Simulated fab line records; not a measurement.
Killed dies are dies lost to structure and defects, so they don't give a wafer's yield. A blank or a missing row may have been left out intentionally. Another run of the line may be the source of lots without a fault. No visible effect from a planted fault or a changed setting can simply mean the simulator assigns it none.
Chamber matching || flow n5-finfet || 4 sister chambers for N5_FIN_SAQP_SPACER2_ETCHBACK_29 on rie-diel-01
The step etches SiO2 in CHF3/O2, target depth 12.2 nm, time 6.1 s. 4 wafers are shown with their chamber, then 8 later ones without.

EACH WAFER AND ITS CHAMBER
{"wafer": "L088.4", "chamber": 0, "throttle-valve-pct (%)": 18.43}
{"wafer": "L090.2", "chamber": 1, "throttle-valve-pct (%)": 18.97}
{"wafer": "L090.6", "chamber": 3, "throttle-valve-pct (%)": 19.08}
{"wafer": "L091.1", "chamber": 2, "throttle-valve-pct (%)": 19.34}

WAFERS WITHOUT THEIR CHAMBER
{"wafer": "L091.4", "throttle-valve-pct (%)": 19.34}
{"wafer": "L091.6", "throttle-valve-pct (%)": 18.46}
{"wafer": "L094.1", "throttle-valve-pct (%)": 18.96}
{"wafer": "L094.5", "throttle-valve-pct (%)": 18.97}
{"wafer": "L094.6", "throttle-valve-pct (%)": 19.10}
{"wafer": "L097.1", "throttle-valve-pct (%)": 19.11}
{"wafer": "L097.2", "throttle-valve-pct (%)": 18.47}
{"wafer": "L097.4", "throttle-valve-pct (%)": 18.98}

WHICH CHAMBER EACH ONE RAN IN
{"wafer": "L091.4", "from the rows above": 2, "in truth": 2}
{"wafer": "L091.6", "from the rows above": 0, "in truth": 0}
{"wafer": "L094.1", "from the rows above": 1, "in truth": 1}
{"wafer": "L094.5", "from the rows above": 1, "in truth": 1}
{"wafer": "L094.6", "from the rows above": 3, "in truth": 3}
{"wafer": "L097.1", "from the rows above": 3, "in truth": 3}
{"wafer": "L097.2", "from the rows above": 0, "in truth": 0}
{"wafer": "L097.4", "from the rows above": 1, "in truth": 1}
Correctly placed: 8 of 8. Number that these rows cannot place: 0. Number placed wrongly: 0.
How it was worked out, from the rows above alone: a wafer's distance from a chamber is the root of the sum, over the readings, of the square of ((its reading less the chamber's mean) divided by the reading's scatter). The wafer belongs to the nearest chamber; if the next one is less than 2 further off, it can't be placed. For every chamber, the mean is computed from those of its wafers that are shown. The scatter (one wafer shown for each chamber): square how far every hidden wafer sits from the nearest shown wafer, average those squares and take the square root.
